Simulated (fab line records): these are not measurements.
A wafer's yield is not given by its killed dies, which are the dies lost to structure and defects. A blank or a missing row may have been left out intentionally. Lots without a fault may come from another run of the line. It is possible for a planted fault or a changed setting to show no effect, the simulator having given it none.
The tool behind it: which one? | flow n5Finfet | 9 lots, 27 wafers sampled, at 5 steps of a route of 1938

WHAT THE GAUGES SHOWED, per wafer
N5_MOL_CONTACT_COAG_INSPECT_10: inspects for defects (brightfield). Usual: rawDefectCount 70, standard deviation 28.
lot  | measured     | on               | rawDefectCount | flag
L407 | day 4 21:16  | defectInspect-01 | 32 50 77       | 
L411 | day 5 16:30  | defectInspect-01 | 53 66 82       | 
L415 | day 6 14:42  | defectInspect-01 | 65 51 39       | 
L418 | day 7 16:54  | defectInspect-02 | 58 62 18       | 
L420 | day 7 20:38  | defectInspect-02 | 44 33 34       | 
L424 | day 8 23:51  | defectInspect-01 | 78 109 62      | 
L426 | day 9 10:14  | defectInspect-01 | 49 38 32       | 
L428 | day 9 21:55  | defectInspect-02 | 68 36 54       | 
L430 | day 10 07:25 | defectInspect-01 | 106 46 61      | 

N5_BEOL_M4_RC_MEAS_101. Usual: DIBL_N 36.4 mV/V, standard deviation 1.2; DIBL_P 36.1 mV/V, standard deviation 1.6; IOFF_N 0.156 nA/um, standard deviation 0.024; IOFF_P 0.21 nA/um, standard deviation 0.031; ION_N 674 uA/um, standard deviation 11; ION_P 463 uA/um, standard deviation 6.9; SS_N 71.5 mV/dec, standard deviation 0.5; SS_P 73.2 mV/dec, standard deviation 0.55; VT_N 250.0 mV, standard deviation 2.9; VT_P -250 mV, standard deviation 3.6.
lot  | measured     | on        | DIBL_N (mV/V)  | DIBL_P (mV/V)  | IOFF_N (nA/um)    | IOFF_P (nA/um) | ION_N (uA/um) | ION_P (uA/um) | SS_N (mV/dec)  | SS_P (mV/dec)  | VT_N (mV)         | VT_P (mV)      | flag
L407 | day 7 22:36  | prober-02 | 37.7 35.5 36.2 | 38.4 36.8 37.6 | 0.178 0.155 0.157 | 0.22 0.20 0.20 | 671 675 679   | 462 464 464   | 72.2 71.2 70.8 | 73.5 72.9 72.7 | 250.2 251.4 250.2 | -250 -251 -252 | 
L411 | day 8 21:00  | prober-02 | 37.3 35.2 36.6 | 39.6 37.1 38.4 | 0.204 0.160 0.183 | 0.26 0.22 0.24 | 698 669 676   | 473 459 461   | 72.3 71.4 71.8 | 73.9 73.7 73.5 | 245.0 249.5 247.5 | -250 -248 -250 | 
L415 | day 9 11:13  | prober-02 | 38.4 37.3 37.4 | 38.1 38.3 37.4 | 0.182 0.173 0.163 | 0.22 0.21 0.19 | 684 677 683   | 467 461 466   | 71.4 72.0 71.9 | 73.2 72.5 73.1 | 248.8 247.9 249.7 | -250 -248 -249 | 
L418 | day 10 16:43 | prober-02 | 38.7 38.5 40.6 | 38.0 38.2 41.5 | 0.181 0.185 0.236 | 0.25 0.25 0.31 | 671 683 696   | 464 468 477   | 72.1 72.3 72.6 | 73.0 73.4 73.8 | 245.3 245.3 245.4 | -246 -249 -242 | 
L420 | day 11 02:11 | prober-01 | 37.0 37.7 36.5 | 35.7 36.9 35.4 | 0.143 0.156 0.135 | 0.17 0.18 0.16 | 665 684 667   | 455 458 454   | 72.0 72.1 71.4 | 73.3 73.2 73.1 | 250.7 249.1 252.3 | -259 -258 -259 | 
L424 | day 11 17:59 | prober-01 | 35.7 35.9 36.2 | 34.8 35.4 35.9 | 0.138 0.143 0.145 | 0.19 0.21 0.21 | 668 668 669   | 461 461 466   | 70.4 71.3 71.4 | 73.1 72.7 72.7 | 249.6 248.5 249.6 | -249 -250 -248 | 
L426 | day 12 12:56 | prober-01 | 37.7 37.7 36.4 | 36.7 37.1 34.8 | 0.175 0.186 0.149 | 0.25 0.26 0.22 | 679 688 661   | 467 470 463   | 71.8 71.7 71.0 | 73.3 74.1 73.3 | 247.2 247.7 250.1 | -247 -247 -248 | 
L428 | day 13 12:59 | prober-02 | 37.2 35.7 36.0 | 36.8 34.9 34.9 | 0.152 0.127 0.134 | 0.20 0.18 0.18 | 674 669 681   | 464 462 464   | 71.7 71.3 71.2 | 72.6 72.5 72.6 | 251.9 253.1 253.8 | -254 -254 -255 | 
L430 | day 14 02:44 | prober-01 | 35.8 35.0 35.1 | 35.8 34.4 34.8 | 0.156 0.141 0.140 | 0.19 0.17 0.17 | 678 674 681   | 464 452 464   | 71.4 72.0 71.5 | 73.8 73.3 72.8 | 248.1 251.6 248.5 | -253 -255 -254 | 

EACH LOT AND THE TOOL THAT RAN IT (in order: tool; ch and the chambers of the sampled wafers; start)
lot  | N5_GATE_CUT_STRIP_42              | N5_GATE_CUT_ETCH_47              | N5_MOL_CONTACT_COAG_COAT_103
L407 | rieDiel-06 ch 0,2, day 4 17:45    | rieMetal-03 ch 0,1, day 4 18:02  | lithoTrack-02 ch 0, day 4 20:54
L411 | rieDiel-06 ch 0,1, day 5 12:16    | rieMetal-01 ch 0,1, day 5 12:34  | lithoTrack-02 ch 0, day 5 16:09
L415 | rieDiel-04 ch 1,2, day 6 11:02    | rieMetal-03 ch 0,1, day 6 11:21  | lithoTrack-03 ch 0, day 6 14:20
L418 | rieDiel-05 ch 0,1, day 7 08:14    | rieMetal-03 ch 0,1, day 7 08:32  | lithoTrack-02 ch 0, day 7 16:32
L420 | rieDiel-06 ch 1,2, day 7 17:05    | rieMetal-02 ch 0,1, day 7 17:24  | lithoTrack-03 ch 0, day 7 20:16
L424 | rieDiel-04 ch 0,2,3, day 8 20:11  | rieMetal-01 ch 0,1, day 8 20:29  | lithoTrack-02 ch 0, day 8 23:28
L426 | rieDiel-05 ch 0,1,2, day 9 06:44  | rieMetal-03 ch 0,1, day 9 07:02  | lithoTrack-02 ch 0, day 9 09:53
L428 | rieDiel-04 ch 1,3, day 9 18:25    | rieMetal-02 ch 0,1, day 9 18:43  | lithoTrack-04 ch 0, day 9 21:34
L430 | rieDiel-05 ch 0,2,3, day 10 03:55 | rieMetal-01 ch 0,1, day 10 04:13 | lithoTrack-03 ch 0, day 10 07:04
- N5_GATE_CUT_STRIP_42: strips in O2.
- N5_GATE_CUT_ETCH_47: etches SiO2 in Cl2/BCl3, target depth 10 nm.
- N5_MOL_CONTACT_COAG_COAT_103: time 60 s, resist thk 80 nm.

AS READ BY THE TOOLS THEMSELVES (means over the sampled wafers that have a number; for cases with no such wafer, the mark the record gives instead)
N5_GATE_CUT_STRIP_42. Usual: drypumpMotorCurrentA 5.7 A, standard deviation 0.4; o2FlowSccm 224.9 sccm, standard deviation 0.67; oesProductAu 0.77 a.u., standard deviation 0.08; rfVppV 3.6 V, standard deviation 0.49; showerheadPlenumPTorr 2.10 Torr, standard deviation 0.061; throttleValvePct 16.76 %, standard deviation 0.24.
lot  | tool       | drypumpMotorCurrentA (A) | o2FlowSccm (sccm) | oesProductAu (a.u.) | rfVppV (V) | showerheadPlenumPTorr (Torr) | throttleValvePct (%) | flag
L407 | rieDiel-06 | 5.8                      | 224.7             | 0.72                | 4.0        | 2.17                         | 16.62                | 
L411 | rieDiel-06 | 5.7                      | 225.6             | 0.73                | 4.0        | 2.12                         | 16.68                | 
L415 | rieDiel-04 | 6.3                      | 224.9             | 0.65                | 3.4        | 2.09                         | 17.11                | 
L418 | rieDiel-05 | 5.7                      | 224.8             | 0.72                | 3.2        | 2.06                         | 16.90                | 
L420 | rieDiel-06 | 5.8                      | 225.2             | 0.73                | 3.1        | 2.07                         | 16.85                | 
L424 | rieDiel-04 | 5.7                      | 225.4             | 0.86                | 3.9        | 2.07                         | 16.79                | 
L426 | rieDiel-05 | 5.5                      | 224.6             | 0.76                | 3.2        | 2.09                         | 16.82                | 
L428 | rieDiel-04 | 5.6                      | 224.7             | 0.71                | 3.5        | 2.12                         | 16.86                | 
L430 | rieDiel-05 | 5.6                      | 224.9             | 0.80                | 3.8        | 2.10                         | 16.69                | 

N5_GATE_CUT_ETCH_47. Usual: biasW 126.0 W, standard deviation 0.34; drypumpMotorCurrentA 5.6 A, standard deviation 0.51; oesProductAu 0.75 a.u., standard deviation 0.11; throttleValvePct 22.90 %, standard deviation 0.2.
lot  | tool        | biasW (W) | drypumpMotorCurrentA (A) | oesProductAu (a.u.) | throttleValvePct (%) | flag
L407 | rieMetal-03 | 126.0     | 5.6                      | 0.84                | 22.73                | 
L411 | rieMetal-01 | 126.4     | 5.7                      | 0.68                | 23.18                | 
L415 | rieMetal-03 | 126.1     | 5.7                      | 0.82                | 22.74                | 
L418 | rieMetal-03 | 125.9     | 5.6                      | 0.83                | 22.84                | 
L420 | rieMetal-02 | 125.9     | 5.3                      | 0.64                | 22.76                | 
L424 | rieMetal-01 | 126.1     | 6.0                      | 0.88                | 23.02                | 
L426 | rieMetal-03 | 126.0     | 5.6                      | 0.81                | 22.84                | 
L428 | rieMetal-02 | 125.7     | 5.7                      | 0.64                | 22.91                | 
L430 | rieMetal-01 | 126.2     | 6.0                      | 0.85                | 23.01                | 

N5_MOL_CONTACT_COAG_COAT_103. Usual: exhaustPa 45.2 Pa, standard deviation 0.93; spinSpeedRpm 1500.1 rpm, standard deviation 1.2.
lot  | tool          | exhaustPa (Pa) | spinSpeedRpm (rpm) | flag
L407 | lithoTrack-02 | 44.9           | 1500.1             | 
L411 | lithoTrack-02 | 43.6           | 1499.9             | 
L415 | lithoTrack-03 | 45.7           | 1500.8             | 
L418 | lithoTrack-02 | 44.6           | 1500.2             | 
L420 | lithoTrack-03 | 46.4           | 1499.3             | 
L424 | lithoTrack-02 | 45.7           | 1660.2             | OFF
L426 | lithoTrack-02 | 46.1           | 1661.7             | OFF
L428 | lithoTrack-04 | 44.5           | 1500.4             | 
L430 | lithoTrack-03 | 45.7           | 1501.2             | 

THE ANSWER, worked out from the rows above alone
Rule: take the mean of a lot's wafers that have a number; if it is more than 3 standard deviations from the usual mean, the lot is off. Also off: a lot with no number at a reading for which 4 or more lots have one. Where the step has rows for the other lots, those lots are counted as sound. After the gauges, taken in route order, come the tools' own readings; for these a lot's mean is taken, as printed above. The first step at which some lot is off is used, and at that step the reading that is off furthest; a lot without a number counts as furthest.
Off at N5_MOL_CONTACT_COAG_COAT_103 (spinSpeedRpm): L424, L426.
A tool fits if, at that step or a process step before it, it ran every lot that is off, and no sound lot after the first of them. One fits: lithoTrack-02 at N5_MOL_CONTACT_COAG_COAT_103. Its last sound lot is L418 (day 7 16:32), its first lot that is off L424 (day 8 23:28): a fault that began between those two fits.
The tool's own readings at N5_MOL_CONTACT_COAG_COAT_103 bear it out: on the lots that are off they differ by more than 5 times the standard deviation of the sound lots' means. spinSpeedRpm reads 1661.0 rpm there against 1500.3 rpm on the sound lots.

WHAT THE SIMULATOR HAD PUT IN
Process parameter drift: lithoTrack-02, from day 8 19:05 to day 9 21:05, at N5_MOL_CONTACT_COAG_COAT_103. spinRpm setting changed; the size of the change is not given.
Shown lots that were struck: L424, L426. The rule above found the same.
